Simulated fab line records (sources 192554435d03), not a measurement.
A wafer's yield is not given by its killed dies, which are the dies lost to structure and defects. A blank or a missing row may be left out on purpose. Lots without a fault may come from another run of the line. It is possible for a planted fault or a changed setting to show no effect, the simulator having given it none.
Lot-split experiment + flow n5Finfet + route with 1938 steps; 7 lots, 21 wafers read

THE SPLIT ITSELF
At N5_BEOL_M7_EXPOSE_25 (exposes mask V6, target cd 40 nm), the setting doseMj was moved away from the recipe's 42.5 on 5 of the 21 wafers read, by -4.9% to +3.6%. The other wafers ran this setting at the recipe's value.

FROM THE SPLIT TO THE READING: what the file shows between them, 2 steps
- N5_BEOL_M7_PEB_26: peb time 60 s
- N5_BEOL_M7_DEVELOP_27: develop time 30 s

THE READING
At N5_BEOL_M7_CD_MEAS_28: cdNm in nanometres, against a target cd of 40 nm. A value of 40.00 nm with a standard deviation of 0.23 nm is what fault-free wafers of this fab line usually give.

| wafer  | tool, chamber at the split | doseMj as run | against the recipe | cdNm, nm | against lot-mates on the recipe |
|--------|----------------------------|---------------|--------------------|----------|---------------------------------|
| L075.2 | euvScanner-02, 0           | 42.5          | recipe             | 40.06    | -                               |
| L075.4 | euvScanner-02, 0           | 44.01         | +3.6%              | 40.34    | +0.28                           |
| L075.6 | euvScanner-02, 0           | 44.01         | +3.6%              | 40.48    | +0.42                           |
| L077.3 | euvScanner-02, 0           | 42.5          | recipe             | 39.85    | -                               |
| L077.5 | euvScanner-02, 0           | 40.4          | -4.9%              | 38.67    | -1.30                           |
| L077.6 | euvScanner-02, 0           | 42.5          | recipe             | 40.08    | -                               |
| L079.2 | euvScanner-02, 0           | 40.88         | -3.8%              | 39.29    | -0.59                           |
| L079.4 | euvScanner-02, 0           | 42.5          | recipe             | 40.01    | -                               |
| L079.6 | euvScanner-02, 0           | 42.5          | recipe             | 39.76    | -                               |
| L078.2 | euvScanner-02, 0           | 42.5          | recipe             | 40.08    | -                               |
| L078.4 | euvScanner-02, 0           | 42.5          | recipe             | 39.90    | -                               |
| L078.6 | euvScanner-02, 0           | 42.5          | recipe             | 39.89    | -                               |
| L086.1 | euvScanner-01, 0           | 42.5          | recipe             | 40.30    | -                               |
| L086.2 | euvScanner-01, 0           | 42.5          | recipe             | 40.32    | -                               |
| L086.6 | euvScanner-01, 0           | 42.5          | recipe             | 40.42    | -                               |
| L087.2 | euvScanner-01, 0           | 40.89         | -3.8%              | 39.62    | -0.50                           |
| L087.3 | euvScanner-01, 0           | 42.5          | recipe             | 40.11    | -                               |
| L087.6 | euvScanner-01, 0           | 42.5          | recipe             | 40.13    | -                               |
| L089.2 | euvScanner-01, 0           | 42.5          | recipe             | 39.97    | -                               |
| L089.5 | euvScanner-01, 0           | 42.5          | recipe             | 39.54    | -                               |
| L089.6 | euvScanner-01, 0           | 42.5          | recipe             | 40.12    | -                               |

FIT RESULTS
A straight line over all 21 wafers: cdNm changes by +0.173 nm for each +1% of doseMj; r = +0.82; the points scatter about the line by 0.24 nm.
The same after taking each lot's own level away (the mean of its wafers on the recipe; 21 wafers): +0.163 nm for each +1%; r = +0.88; scatter 0.18 nm.
The reading moves by 0.81 nm for the largest change in doseMj, on that fit.
From 39.877 to 40.347 nm: that is the span of the lots' own levels, equal to 2.0 times the standard deviation above.
So the lot-to-lot level changes the slope little: the two slopes agree.
Check: with one of the wafers moved furthest among these (-4.9%) left out of the fit, the line predicts -0.623 nm for it against its lot-mates. Against them it came out at -1.3 nm.

FURTHER SPLITS ON THESE WAFERS
These wafers also went through other splits before the reading. Each is held against what the fit with the lots' levels taken away leaves over:
| other split on the same wafers | wafers away from the commonest value | r with cdNm (lot level and that fit taken away) |
|--------------------------------|--------------------------------------|-------------------------------------------------|
| N5_BEOL_M5_COAT_74 spinRpm     | 8                                    | +0.27                                           |
| N5_BEOL_M6_COAT_22 spinRpm     | 11                                   | +0.21                                           |

THE WHOLE CHAIN: every reading that the file lists as answering this split, in the file's order
| step                   | what it does                                                     | reading                                                       | change (the file's fit)               | r (the file's) |
|------------------------|------------------------------------------------------------------|---------------------------------------------------------------|---------------------------------------|----------------|
| N5_BEOL_M7_CD_MEAS_28  | target cd 40 nm                                                  | cdNm                                                          | +0.179 nm for each +1% of the setting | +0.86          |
| N5_BEOL_M7_DESCUM_33   | chemistry O2, time 7 s                                           | BEOL_M7.cdNm (the simulator's own value, which no gauge read) | +0.224 nm for each +1% of the setting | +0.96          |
| N5_BEOL_M7_ETCH_72     | etches underlayer in N2/H2, target depth 6.5 nm, time 5.2 s      | BEOL_M7.cdNm (the simulator's own value, which no gauge read) | +0.269 nm for each +1% of the setting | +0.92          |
| N5_BEOL_M7_ETCH_65     | etches SiARC in CF4, target depth 15.6 nm, time 26 s             | BEOL_M7.cdNm (the simulator's own value, which no gauge read) | +0.232 nm for each +1% of the setting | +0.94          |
| N5_BEOL_M7_VIA_ETCH_34 | etches SiCOH lowk in C4F6/O2, target depth 125.5 nm, time 50.5 s | BEOL_M7.cdNm (the simulator's own value, which no gauge read) | +0.21 nm for each +1% of the setting  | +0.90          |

FILE'S OWN FIT
cdNm changes by +0.179 nm for each +1% of doseMj, r = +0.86.
